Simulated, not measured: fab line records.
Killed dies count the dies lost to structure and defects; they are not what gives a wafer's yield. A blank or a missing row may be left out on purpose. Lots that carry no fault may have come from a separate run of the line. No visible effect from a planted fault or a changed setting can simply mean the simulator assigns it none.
Matching of chambers || flow n5_finfet || N5_BEOL_M9_CMP_52 on cmp-04: 4 sister chambers
The step polishes, stops on SiCOH lowk, t overpolish 7 s, target thk 140 nm. 4 wafers are shown with their chamber, then 9 later ones without.

## WAFERS, EACH WITH ITS CHAMBER
{"wafer": "L086.5", "chamber": 2, "motor_current_A (A)": 5.9}
{"wafer": "L089.1", "chamber": 0, "motor_current_A (A)": 6.1}
{"wafer": "L089.2", "chamber": 1, "motor_current_A (A)": 6.6}
{"wafer": "L089.3", "chamber": 3, "motor_current_A (A)": 6.1}

## WAFERS WHOSE CHAMBER IS MISSING
{"wafer": "L090.1", "motor_current_A (A)": 6.2}
{"wafer": "L090.2", "motor_current_A (A)": 7.0}
{"wafer": "L090.3", "motor_current_A (A)": 6.8}
{"wafer": "L093.1", "motor_current_A (A)": 6.8}
{"wafer": "L093.2", "motor_current_A (A)": 5.7}
{"wafer": "L093.5", "motor_current_A (A)": 6.1}
{"wafer": "L096.2", "motor_current_A (A)": 5.7}
{"wafer": "L096.3", "motor_current_A (A)": 6.6}
{"wafer": "L096.6", "motor_current_A (A)": 6.2}

## THE CHAMBER EACH PASSED THROUGH
{"wafer": "L090.1", "from the rows above": "can't be placed: 0 or 3 or 2 or 1", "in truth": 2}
{"wafer": "L090.2", "from the rows above": 1, "in truth": 1}
{"wafer": "L090.3", "from the rows above": 1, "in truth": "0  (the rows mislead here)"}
{"wafer": "L093.1", "from the rows above": 1, "in truth": 1}
{"wafer": "L093.2", "from the rows above": "can't be placed: 2 or 0 or 3", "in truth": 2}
{"wafer": "L093.5", "from the rows above": "can't be placed: 0 or 3 or 2", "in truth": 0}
{"wafer": "L096.2", "from the rows above": "can't be placed: 2 or 0 or 3", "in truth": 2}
{"wafer": "L096.3", "from the rows above": 1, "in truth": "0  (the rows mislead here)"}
{"wafer": "L096.6", "from the rows above": "can't be placed: 0 or 3 or 2 or 1", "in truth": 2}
2 of 9 placed correctly. From these rows, 5 cannot be placed; in 5 the true chamber is one of the candidates. Placed wrongly: 2.
How it was worked out, from the rows above alone: a wafer's distance from a chamber is the root of the sum, over the readings, of the square of ((its reading less the chamber's mean) divided by the reading's scatter). If the next closest chamber is less than 2 further off than the closest, the wafer can't be placed; otherwise it belongs to the closest. A chamber's mean is the mean of its shown wafers. The scatter: root of mean squared gap, hidden wafer to nearest shown wafer, with one shown wafer a chamber.
